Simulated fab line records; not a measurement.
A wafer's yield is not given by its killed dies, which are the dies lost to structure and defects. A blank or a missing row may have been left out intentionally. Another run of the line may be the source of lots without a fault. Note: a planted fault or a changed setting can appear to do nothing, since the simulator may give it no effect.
fab line records / flow n5_finfet / part 2 of 2: steps 18 to 26 of 26
record: lots: 5 wafers: 15 last_day: 15
route steps=1938 shown FIN_CUT@174 STI_FIN_REVEAL@183
lots that met no fault: from a run of the same line without faults
start_h: start of the lot's first displayed wafer, in hours after the record's first day / wait_h: time in hours since the lot's previous step / " the same as in the row above / L1.1+2: one row covering several wafers at once / - no value, or no start was given / * or withheld: withheld / < > ~ a bound
route shown NAME@n: a module of which the file shows steps, and the number in the route of the first / usual: mean/standard deviation taken from wafers without a fault / same: alike in all rows / chamber/n: place in a boat / sites: per-site readings / _std_site: the values' standard deviation / _edge_site: the outer-site mean with the inner-site mean subtracted / radius_mm: for every site, how far away it sits from the centre of the wafer / mask NAME#n: copy n / behind: the tool/chamber that last shaped the wafer / hold: why the lot went on hold/how many hours it stayed there/how the hold came to an end / device: the n, p or np transistor that did not switch / end of line: tests run on the same wafers once the route is complete / a step given without rows: its recipe and nothing more / killed: count of dies lost to structure and defects at first sort (not the wafer's yield) / map: a wafer's dies, marking killed ones x, the rest . and places with no die _
set.NAME: setting as actually run; set.NAME@STEP: the setting as run at that earlier step / model.NAME: the simulator's own value behind a step, which no gauge read
certain route steps with their lots: each step a table, each wafer a row
services: from which hour (start_h, from the record's first day; less than 0 if before it) a tool's chamber was out of use, for how many hours, and why
== steps ==
step: N5_STI_FIN_REVEAL_STRIP_24
recipe: chemistry: N2/H2 time_s: 90 power_w: 100 temp_c: 40 pressure_mtorr: 100 rf_frequency_hz: 6e+07 bias_power_w: 3 n2_flow_sccm: 300 h2_flow_sccm: 300
usual: drypump_motor_current_A: 5.7/0.47 oes_product_au: 0.82/0.093 rf_vpp_V: 45.2/0.77 showerhead_plenum_p_Torr: 3.39/0.08 temp_c: 40.00/0.1 throttle_valve_pct: 12.3/0.33
lot.wafer=L077.1 tool=rie_diel-01 chamber=2 start_h=52.36 wait_h=0.0 drypump_motor_current_A=5.3 oes_product_au=0.80 rf_hours_counter_h=92 rf_vpp_V=45.1 showerhead_plenum_p_Torr=3.55 temp_c=39.85 throttle_valve_pct=12.3
lot.wafer=L077.2 tool=rie_diel-01 chamber=1 start_h=52.36 wait_h=0.0 drypump_motor_current_A=5.8 oes_product_au=0.72 rf_hours_counter_h=181 rf_vpp_V=46.1 showerhead_plenum_p_Torr=3.37 temp_c=39.93 throttle_valve_pct=12.8
lot.wafer=L077.4 tool=rie_diel-01 chamber=3 start_h=52.36 wait_h=0.0 drypump_motor_current_A=6.0 oes_product_au=0.85 rf_hours_counter_h=52 rf_vpp_V=43.8 showerhead_plenum_p_Torr=3.42 temp_c=39.95 throttle_valve_pct=12.1
lot.wafer=L080.2 tool=rie_diel-01 chamber=3 start_h=69.74 wait_h=0.0 drypump_motor_current_A=6.0 oes_product_au=0.84 rf_hours_counter_h=58 rf_vpp_V=45.8 showerhead_plenum_p_Torr=3.42 temp_c=39.98 throttle_valve_pct=12.1
lot.wafer=L080.5 tool=rie_diel-01 chamber=3 start_h=69.74 wait_h=0.0 drypump_motor_current_A=6.0 oes_product_au=0.85 rf_hours_counter_h=- rf_vpp_V=46.0 showerhead_plenum_p_Torr=3.42 temp_c=39.90 throttle_valve_pct=12.1
lot.wafer=L080.6 tool=rie_diel-01 chamber=0 start_h=69.74 wait_h=0.0 drypump_motor_current_A=6.3 oes_product_au=0.80 rf_hours_counter_h=- rf_vpp_V=45.4 showerhead_plenum_p_Torr=3.44 temp_c=39.98 throttle_valve_pct=12.2
lot.wafer=L082.2 tool=rie_diel-01 chamber=3 start_h=82.22 wait_h=0.0 drypump_motor_current_A=6.0 oes_product_au=0.84 rf_hours_counter_h=62 rf_vpp_V=45.4 showerhead_plenum_p_Torr=3.42 temp_c=39.91 throttle_valve_pct=12.1
lot.wafer=L082.5 tool=rie_diel-01 chamber=2 start_h=82.22 wait_h=0.0 drypump_motor_current_A=5.3 oes_product_au=0.80 rf_hours_counter_h=- rf_vpp_V=45.8 showerhead_plenum_p_Torr=3.54 temp_c=40.12 throttle_valve_pct=12.3
lot.wafer=L082.6 tool=rie_diel-01 chamber=1 start_h=82.22 wait_h=0.0 drypump_motor_current_A=5.8 oes_product_au=0.71 rf_hours_counter_h=- rf_vpp_V=46.4 showerhead_plenum_p_Torr=3.37 temp_c=39.94 throttle_valve_pct=12.9
lot.wafer=L083.2 tool=rie_diel-05 chamber=1 start_h=87.98 wait_h=0.0 drypump_motor_current_A=5.8 oes_product_au=0.94 rf_hours_counter_h=15 rf_vpp_V=44.6 showerhead_plenum_p_Torr=3.27 temp_c=39.92 throttle_valve_pct=11.9
lot.wafer=L083.3 tool=rie_diel-05 chamber=3 start_h=87.98 wait_h=0.0 drypump_motor_current_A=5.0 oes_product_au=0.68 rf_hours_counter_h=247 rf_vpp_V=44.4 showerhead_plenum_p_Torr=3.32 temp_c=39.84 throttle_valve_pct=12.5
lot.wafer=L083.6 tool=rie_diel-05 chamber=3 start_h=87.98 wait_h=0.0 drypump_motor_current_A=5.0 oes_product_au=0.69 rf_hours_counter_h=- rf_vpp_V=45.0 showerhead_plenum_p_Torr=3.32 temp_c=39.91 throttle_valve_pct=12.5
lot.wafer=L088.2 tool=rie_diel-05 chamber=3 start_h=117.25 wait_h=0.0 drypump_motor_current_A=5.0 oes_product_au=1.03 rf_hours_counter_h=0 rf_vpp_V=45.7 showerhead_plenum_p_Torr=3.32 temp_c=40.24 throttle_valve_pct=11.9
lot.wafer=L088.3 tool=rie_diel-05 chamber=0 start_h=117.25 wait_h=0.0 drypump_motor_current_A=5.1 oes_product_au=0.89 rf_hours_counter_h=40 rf_vpp_V=45.4 showerhead_plenum_p_Torr=3.30 temp_c=40.06 throttle_valve_pct=11.9
lot.wafer=L088.4 tool=rie_diel-05 chamber=2 start_h=117.25 wait_h=0.0 drypump_motor_current_A=6.7 oes_product_au=0.73 rf_hours_counter_h=161 rf_vpp_V=45.8 showerhead_plenum_p_Torr=3.40 temp_c=39.91 throttle_valve_pct=12.8
step: N5_STI_FIN_REVEAL_PRECLEAN_25
recipe: chemistry: SPM time_s: 90 temp_c: 120 mix: 4:1
usual: temp_c: 120.01/0.14
lot.wafer=L077.1 tool=wet_bench-06 chamber=3 start_h=52.48 wait_h=0.1 temp_c=119.85
lot.wafer=L077.2 tool=wet_bench-06 chamber=0 start_h=52.48 wait_h=0.1 temp_c=120.16
lot.wafer=L077.4 tool=wet_bench-06 chamber=1 start_h=52.48 wait_h=0.1 temp_c=119.89
lot.wafer=L080.2 tool=wet_bench-02 chamber=5 start_h=69.86 wait_h=0.1 temp_c=120.17
lot.wafer=L080.5 tool=wet_bench-02 chamber=0 start_h=69.86 wait_h=0.1 temp_c=119.79
lot.wafer=L080.6 tool=wet_bench-02 chamber=1 start_h=69.86 wait_h=0.1 temp_c=120.05
lot.wafer=L082.2 tool=wet_bench-02 chamber=7 start_h=82.34 wait_h=0.1 temp_c=120.22
lot.wafer=L082.5 tool=wet_bench-02 chamber=2 start_h=82.34 wait_h=0.1 temp_c=119.66
lot.wafer=L082.6 tool=wet_bench-02 chamber=4 start_h=82.34 wait_h=0.1 temp_c=119.84
lot.wafer=L083.2 tool=wet_bench-06 chamber=3 start_h=88.11 wait_h=0.1 temp_c=119.90
lot.wafer=L083.3 tool=wet_bench-06 chamber=0 start_h=88.11 wait_h=0.1 temp_c=119.88
lot.wafer=L083.6 tool=wet_bench-06 chamber=7 start_h=88.11 wait_h=0.1 temp_c=120.03
lot.wafer=L088.2 tool=wet_bench-04 chamber=5 start_h=117.38 wait_h=0.1 temp_c=119.91
lot.wafer=L088.3 tool=wet_bench-04 chamber=4 start_h=117.38 wait_h=0.1 temp_c=119.83
lot.wafer=L088.4 tool=wet_bench-04 chamber=2 start_h=117.38 wait_h=0.1 temp_c=120.11
step: N5_STI_FIN_REVEAL_PRECLEAN_26
recipe: chemistry: SC1 time_s: 45 temp_c: 46 mix: 1:2:100
usual: temp_c: 46.01/0.11
lot.wafer=L077.1 tool=wet_bench-06 chamber=3 start_h=52.51 wait_h=0.0 temp_c=45.80
lot.wafer=L077.2 tool=wet_bench-06 chamber=0 start_h=52.51 wait_h=0.0 temp_c=45.97
lot.wafer=L077.4 tool=wet_bench-06 chamber=1 start_h=52.51 wait_h=0.0 temp_c=46.03
lot.wafer=L080.2 tool=wet_bench-02 chamber=5 start_h=69.89 wait_h=0.0 temp_c=45.94
lot.wafer=L080.5 tool=wet_bench-02 chamber=0 start_h=69.89 wait_h=0.0 temp_c=45.94
lot.wafer=L080.6 tool=wet_bench-02 chamber=1 start_h=69.89 wait_h=0.0 temp_c=46.22
lot.wafer=L082.2 tool=wet_bench-02 chamber=7 start_h=82.37 wait_h=0.0 temp_c=45.99
lot.wafer=L082.5 tool=wet_bench-02 chamber=2 start_h=82.37 wait_h=0.0 temp_c=45.85
lot.wafer=L082.6 tool=wet_bench-02 chamber=4 start_h=82.37 wait_h=0.0 temp_c=45.92
lot.wafer=L083.2 tool=wet_bench-06 chamber=3 start_h=88.14 wait_h=0.0 temp_c=45.92
lot.wafer=L083.3 tool=wet_bench-06 chamber=0 start_h=88.14 wait_h=0.0 temp_c=46.07
lot.wafer=L083.6 tool=wet_bench-06 chamber=7 start_h=88.14 wait_h=0.0 temp_c=46.12
lot.wafer=L088.2 tool=wet_bench-04 chamber=5 start_h=117.40 wait_h=0.0 temp_c=45.89
lot.wafer=L088.3 tool=wet_bench-04 chamber=4 start_h=117.40 wait_h=0.0 temp_c=46.13
lot.wafer=L088.4 tool=wet_bench-04 chamber=2 start_h=117.40 wait_h=0.0 temp_c=45.81
step: N5_STI_FIN_REVEAL_PRECLEAN_29
recipe: chemistry: DHF time_s: 30 temp_c: 25 dilution: 300:1
usual: temp_c: 25.01/0.11
lot.wafer=L077.1 tool=wet_bench-06 chamber=3 start_h=52.52 wait_h=0.0 temp_c=25.13
lot.wafer=L077.2 tool=wet_bench-06 chamber=0 start_h=52.52 wait_h=0.0 temp_c=25.05
lot.wafer=L077.4 tool=wet_bench-06 chamber=1 start_h=52.52 wait_h=0.0 temp_c=25.02
lot.wafer=L080.2 tool=wet_bench-02 chamber=5 start_h=69.90 wait_h=0.0 temp_c=24.98
lot.wafer=L080.5 tool=wet_bench-02 chamber=0 start_h=69.90 wait_h=0.0 temp_c=24.97
lot.wafer=L080.6 tool=wet_bench-02 chamber=1 start_h=69.90 wait_h=0.0 temp_c=25.15
lot.wafer=L082.2 tool=wet_bench-02 chamber=7 start_h=82.38 wait_h=0.0 temp_c=25.07
lot.wafer=L082.5 tool=wet_bench-02 chamber=2 start_h=82.38 wait_h=0.0 temp_c=24.99
lot.wafer=L082.6 tool=wet_bench-02 chamber=4 start_h=82.38 wait_h=0.0 temp_c=25.14
lot.wafer=L083.2 tool=wet_bench-06 chamber=3 start_h=88.15 wait_h=0.0 temp_c=25.02
lot.wafer=L083.3 tool=wet_bench-06 chamber=0 start_h=88.15 wait_h=0.0 temp_c=24.84
lot.wafer=L083.6 tool=wet_bench-06 chamber=7 start_h=88.15 wait_h=0.0 temp_c=25.12
lot.wafer=L088.2 tool=wet_bench-04 chamber=5 start_h=117.42 wait_h=0.0 temp_c=25.15
lot.wafer=L088.3 tool=wet_bench-04 chamber=4 start_h=117.42 wait_h=0.0 temp_c=25.07
lot.wafer=L088.4 tool=wet_bench-04 chamber=2 start_h=117.42 wait_h=0.0 temp_c=24.94
step: N5_STI_FIN_REVEAL_SRD_12
recipe: time_s: 30 temp_c: 23 rinse_liquid: diw dry: ipa_marangoni
usual: temp_c: 23.00/0.11
lot.wafer=L077.1 tool=wet_bench-06 chamber=3 start_h=52.53 wait_h=0.0 temp_c=23.19
lot.wafer=L077.2 tool=wet_bench-06 chamber=0 start_h=52.53 wait_h=0.0 temp_c=22.99
lot.wafer=L077.4 tool=wet_bench-06 chamber=1 start_h=52.53 wait_h=0.0 temp_c=23.09
lot.wafer=L080.2 tool=wet_bench-02 chamber=5 start_h=69.91 wait_h=0.0 temp_c=22.89
lot.wafer=L080.5 tool=wet_bench-02 chamber=0 start_h=69.91 wait_h=0.0 temp_c=22.86
lot.wafer=L080.6 tool=wet_bench-02 chamber=1 start_h=69.91 wait_h=0.0 temp_c=23.08
lot.wafer=L082.2 tool=wet_bench-02 chamber=7 start_h=82.39 wait_h=0.0 temp_c=22.99
lot.wafer=L082.5 tool=wet_bench-02 chamber=2 start_h=82.39 wait_h=0.0 temp_c=23.00
lot.wafer=L082.6 tool=wet_bench-02 chamber=4 start_h=82.39 wait_h=0.0 temp_c=23.09
lot.wafer=L083.2 tool=wet_bench-06 chamber=3 start_h=88.16 wait_h=0.0 temp_c=23.04
lot.wafer=L083.3 tool=wet_bench-06 chamber=0 start_h=88.16 wait_h=0.0 temp_c=23.05
lot.wafer=L083.6 tool=wet_bench-06 chamber=7 start_h=88.16 wait_h=0.0 temp_c=22.94
lot.wafer=L088.2 tool=wet_bench-04 chamber=5 start_h=117.42 wait_h=0.0 temp_c=23.01
lot.wafer=L088.3 tool=wet_bench-04 chamber=4 start_h=117.42 wait_h=0.0 temp_c=23.06
lot.wafer=L088.4 tool=wet_bench-04 chamber=2 start_h=117.42 wait_h=0.0 temp_c=22.99
step: N5_STI_FIN_REVEAL_RECESS_09
recipe: chemistry: HF/NH3 target: SiO2 afs_cycles: 11 target_depth_a: 425 temp_c: 30 sublimation_temp_c: 180 sublimation_time_s: 60
usual: drypump_motor_current_A: 5.7/0.31 temp_c: 30.01/0.1
same: sublimation_time_s: 60
lot.wafer=L077.1 tool=vapor_etch-02 chamber=1 start_h=52.57 wait_h=0.0 drypump_motor_current_A=5.5 temp_c=29.80
lot.wafer=L077.2 tool=vapor_etch-02 chamber=0 start_h=52.57 wait_h=0.0 drypump_motor_current_A=6.0 temp_c=29.92
lot.wafer=L077.4 tool=vapor_etch-02 chamber=1 start_h=52.57 wait_h=0.0 drypump_motor_current_A=5.5 temp_c=29.82
lot.wafer=L080.2 tool=vapor_etch-01 chamber=0 start_h=69.95 wait_h=0.0 drypump_motor_current_A=6.2 temp_c=30.08
lot.wafer=L080.5 tool=vapor_etch-01 chamber=0 start_h=71.01 wait_h=1.1 drypump_motor_current_A=6.1 temp_c=29.99
lot.wafer=L080.6 tool=vapor_etch-01 chamber=1 start_h=71.01 wait_h=1.1 drypump_motor_current_A=5.3 temp_c=30.19
lot.wafer=L082.2 tool=vapor_etch-02 chamber=0 start_h=82.44 wait_h=0.0 drypump_motor_current_A=6.0 temp_c=30.02
lot.wafer=L082.5 tool=vapor_etch-02 chamber=1 start_h=83.50 wait_h=1.1 drypump_motor_current_A=5.5 temp_c=29.92
lot.wafer=L082.6 tool=vapor_etch-02 chamber=0 start_h=83.50 wait_h=1.1 drypump_motor_current_A=6.0 temp_c=29.96
lot.wafer=L083.2 tool=vapor_etch-02 chamber=0 start_h=88.20 wait_h=0.0 drypump_motor_current_A=6.0 temp_c=29.89
lot.wafer=L083.3 tool=vapor_etch-02 chamber=0 start_h=88.20 wait_h=0.0 drypump_motor_current_A=6.0 temp_c=29.90
lot.wafer=L083.6 tool=vapor_etch-02 chamber=0 start_h=88.20 wait_h=0.0 drypump_motor_current_A=6.0 temp_c=29.85
lot.wafer=L088.2 tool=vapor_etch-01 chamber=0 start_h=117.47 wait_h=0.0 drypump_motor_current_A=6.1 temp_c=29.93
lot.wafer=L088.3 tool=vapor_etch-01 chamber=0 start_h=117.47 wait_h=0.0 drypump_motor_current_A=6.1 temp_c=29.94
lot.wafer=L088.4 tool=vapor_etch-01 chamber=1 start_h=117.47 wait_h=0.0 drypump_motor_current_A=5.3 temp_c=29.98
step: N5_STI_FIN_REVEAL_STRIP_16
recipe: chemistry: H3PO4 material: SiNx temp_c: 165 target_depth_a: 238 overetch_fraction: 0.4964 dry: ipa_marangoni
usual: temp_c: 164.99/0.14
lot.wafer=L077.1 tool=wet_bench-02 chamber=7 start_h=54.19 wait_h=1.1 temp_c=165.02
lot.wafer=L077.2 tool=wet_bench-02 chamber=1 start_h=54.19 wait_h=1.1 temp_c=164.97
lot.wafer=L077.4 tool=wet_bench-02 chamber=6 start_h=54.19 wait_h=1.1 temp_c=164.97
lot.wafer=L080.2 tool=wet_bench-02 chamber=4 start_h=71.57 wait_h=1.1 temp_c=164.88
lot.wafer=L080.5 tool=wet_bench-02 chamber=1 start_h=71.57 wait_h=1.1 temp_c=164.95
lot.wafer=L080.6 tool=wet_bench-02 chamber=3 start_h=71.57 wait_h=1.1 temp_c=164.74
lot.wafer=L082.2 tool=wet_bench-04 chamber=1 start_h=84.05 wait_h=1.1 temp_c=165.00
lot.wafer=L082.5 tool=wet_bench-04 chamber=0 start_h=84.05 wait_h=1.1 temp_c=164.96
lot.wafer=L082.6 tool=wet_bench-04 chamber=6 start_h=84.05 wait_h=1.1 temp_c=165.32
lot.wafer=L083.2 tool=wet_bench-04 chamber=0 start_h=89.82 wait_h=1.1 temp_c=165.39
lot.wafer=L083.3 tool=wet_bench-04 chamber=1 start_h=89.82 wait_h=1.1 temp_c=164.77
lot.wafer=L083.6 tool=wet_bench-04 chamber=4 start_h=89.82 wait_h=1.1 temp_c=164.94
lot.wafer=L088.2 tool=wet_bench-04 chamber=4 start_h=119.09 wait_h=1.1 temp_c=164.86
lot.wafer=L088.3 tool=wet_bench-04 chamber=0 start_h=119.09 wait_h=1.1 temp_c=165.18
lot.wafer=L088.4 tool=wet_bench-04 chamber=6 start_h=119.09 wait_h=1.1 temp_c=165.12
step: N5_STI_FIN_REVEAL_PRECLEAN_17
recipe: chemistry: NF3:NH3 afs_cycles: 1 temp_c: 30 time_s: 20 sublimation_temp_c: 180 sublimation_time_s: 60 pressure_torr: 3 rf_power_w: 30
usual: temp_c: 30.00/0.11
same: sublimation_time_s: 60
lot.wafer=L077.1 tool=remote_plasma-02 chamber=0 start_h=54.46 wait_h=0.0 temp_c=29.84
lot.wafer=L077.2 tool=remote_plasma-02 chamber=0 start_h=54.46 wait_h=0.0 temp_c=29.95
lot.wafer=L077.4 tool=remote_plasma-02 chamber=0 start_h=54.46 wait_h=0.0 temp_c=30.11
lot.wafer=L080.2 tool=remote_plasma-01 chamber=0 start_h=71.87 wait_h=0.1 temp_c=30.02
lot.wafer=L080.5 tool=remote_plasma-01 chamber=0 start_h=71.87 wait_h=0.1 temp_c=30.05
lot.wafer=L080.6 tool=remote_plasma-01 chamber=0 start_h=71.87 wait_h=0.1 temp_c=29.99
lot.wafer=L082.2 tool=remote_plasma-01 chamber=0 start_h=84.35 wait_h=0.1 temp_c=30.11
lot.wafer=L082.5 tool=remote_plasma-01 chamber=0 start_h=84.35 wait_h=0.1 temp_c=30.23
lot.wafer=L082.6 tool=remote_plasma-01 chamber=0 start_h=84.35 wait_h=0.1 temp_c=30.00
lot.wafer=L083.2 tool=remote_plasma-02 chamber=1 start_h=90.12 wait_h=0.1 temp_c=30.04
lot.wafer=L083.3 tool=remote_plasma-02 chamber=1 start_h=90.12 wait_h=0.1 temp_c=30.07
lot.wafer=L083.6 tool=remote_plasma-02 chamber=1 start_h=90.12 wait_h=0.1 temp_c=29.95
lot.wafer=L088.2 tool=remote_plasma-02 chamber=0 start_h=119.39 wait_h=0.1 temp_c=29.91
lot.wafer=L088.3 tool=remote_plasma-02 chamber=0 start_h=119.39 wait_h=0.1 temp_c=29.89
lot.wafer=L088.4 tool=remote_plasma-02 chamber=0 start_h=119.39 wait_h=0.1 temp_c=30.03
step: N5_STI_FIN_REVEAL_ETCH_34
recipe: chemistry: H2 mode: isotropic material: Si target: Si target_depth_a: 9.7 temp_c: 20 pressure_mtorr: 4.5 icp_w: 300 bias_w: 0 h2_flow_sccm: 7.5 he_flow_sccm: 142.5
usual: drypump_motor_current_A: 5.7/0.4 oes_product_au: 1.001/0.018 temp_c: 20.00/0.094 throttle_valve_pct: 25.9/0.61
lot.wafer=L077.1 tool=rie_si-04 chamber=1 start_h=54.67 wait_h=0.2 drypump_motor_current_A=6.2 oes_product_au=0.984 rf_hours_counter_h=43 temp_c=19.98 throttle_valve_pct=25.8
lot.wafer=L077.2 tool=rie_si-04 chamber=0 start_h=54.67 wait_h=0.2 drypump_motor_current_A=6.2 oes_product_au=1.009 rf_hours_counter_h=73 temp_c=20.02 throttle_valve_pct=26.2
lot.wafer=L077.4 tool=rie_si-04 chamber=3 start_h=54.67 wait_h=0.2 drypump_motor_current_A=5.7 oes_product_au=1.001 rf_hours_counter_h=183 temp_c=20.11 throttle_valve_pct=25.6
lot.wafer=L080.2 tool=rie_si-04 chamber=1 start_h=72.04 wait_h=0.1 drypump_motor_current_A=6.2 oes_product_au=0.982 rf_hours_counter_h=44 temp_c=20.02 throttle_valve_pct=25.9
lot.wafer=L080.5 tool=rie_si-04 chamber=1 start_h=72.04 wait_h=0.1 drypump_motor_current_A=6.1 oes_product_au=0.985 rf_hours_counter_h=- temp_c=20.09 throttle_valve_pct=25.8
lot.wafer=L080.6 tool=rie_si-04 chamber=2 start_h=72.04 wait_h=0.1 drypump_motor_current_A=5.3 oes_product_au=0.984 rf_hours_counter_h=- temp_c=20.11 throttle_valve_pct=27.0
lot.wafer=L082.2 tool=rie_si-05 chamber=3 start_h=84.53 wait_h=0.1 drypump_motor_current_A=5.9 oes_product_au=1.025 rf_hours_counter_h=125 temp_c=20.03 throttle_valve_pct=26.2
lot.wafer=L082.5 tool=rie_si-05 chamber=1 start_h=84.53 wait_h=0.1 drypump_motor_current_A=4.8 oes_product_au=1.032 rf_hours_counter_h=- temp_c=19.89 throttle_valve_pct=26.2
lot.wafer=L082.6 tool=rie_si-05 chamber=0 start_h=84.53 wait_h=0.1 drypump_motor_current_A=6.1 oes_product_au=1.003 rf_hours_counter_h=- temp_c=20.07 throttle_valve_pct=24.4
lot.wafer=L083.2 tool=rie_si-04 chamber=3 start_h=90.30 wait_h=0.1 drypump_motor_current_A=5.6 oes_product_au=0.991 rf_hours_counter_h=183 temp_c=20.00 throttle_valve_pct=25.6
lot.wafer=L083.3 tool=rie_si-04 chamber=1 start_h=90.30 wait_h=0.1 drypump_motor_current_A=6.2 oes_product_au=0.962 rf_hours_counter_h=44 temp_c=19.88 throttle_valve_pct=25.8
lot.wafer=L083.6 tool=rie_si-04 chamber=3 start_h=90.30 wait_h=0.1 drypump_motor_current_A=5.6 oes_product_au=0.992 rf_hours_counter_h=- temp_c=20.11 throttle_valve_pct=25.6
lot.wafer=L088.2 tool=rie_si-05 chamber=1 start_h=119.56 wait_h=0.1 drypump_motor_current_A=4.8 oes_product_au=1.025 rf_hours_counter_h=92 temp_c=20.01 throttle_valve_pct=26.2
lot.wafer=L088.3 tool=rie_si-05 chamber=2 start_h=119.56 wait_h=0.1 drypump_motor_current_A=5.6 oes_product_au=1.000 rf_hours_counter_h=195 temp_c=19.96 throttle_valve_pct=25.7
lot.wafer=L088.4 tool=rie_si-05 chamber=3 start_h=119.56 wait_h=0.1 drypump_motor_current_A=5.9 oes_product_au=1.023 rf_hours_counter_h=126 temp_c=20.07 throttle_valve_pct=26.2
== services ==
tool=cmp-04 chamber=- start_h=22.41 hours=- kind=consumable_replace:conditioner
tool=cmp-04 chamber=- start_h=22.41 hours=- kind=consumable_replace:pad
tool=cmp-02 chamber=- start_h=23.12 hours=4.5 kind=repair
tool=rie_diel-05 chamber=- start_h=34.46 hours=0.1 kind=repair
tool=ald_sin-03 chamber=- start_h=37.19 hours=1.9 kind=repair
tool=rtp_anneal-01 chamber=- start_h=40.34 hours=3.8 kind=pm
tool=rie_si-05 chamber=1 start_h=42.70 hours=5.2 kind=repair
tool=rie_si-02 chamber=0 start_h=44.16 hours=3.5 kind=repair
tool=cmp-02 chamber=- start_h=44.20 hours=5.1 kind=pm
tool=rie_diel-03 chamber=- start_h=48.55 hours=2.8 kind=pm
tool=ald_sin-03 chamber=- start_h=51.05 hours=1.7 kind=repair
tool=cmp-02 chamber=- start_h=51.10 hours=1.6 kind=repair
tool=rie_diel-03 chamber=- start_h=51.49 hours=0.5 kind=repair
tool=rie_diel-05 chamber=0 start_h=64.07 hours=2.2 kind=repair
tool=wet_bench-01 chamber=- start_h=65.48 hours=2.3 kind=repair
tool=rie_si-04 chamber=3 start_h=67.23 hours=11.3 kind=repair
tool=rie_si-04 chamber=0 start_h=69.89 hours=12.7 kind=repair
tool=rie_diel-06 chamber=1 start_h=70.09 hours=4.3 kind=repair
tool=ald_sin-02 chamber=2 start_h=70.99 hours=11.1 kind=repair
tool=fcvd-02 chamber=- start_h=74.24 hours=14.6 kind=pm
tool=rie_diel-06 chamber=- start_h=98.98 hours=0.4 kind=repair
tool=ald_sin-02 chamber=- start_h=102.55 hours=2.8 kind=pm
tool=rie_si-05 chamber=- start_h=105.23 hours=0.3 kind=repair
tool=rie_diel-03 chamber=0 start_h=115.96 hours=8.9 kind=repair
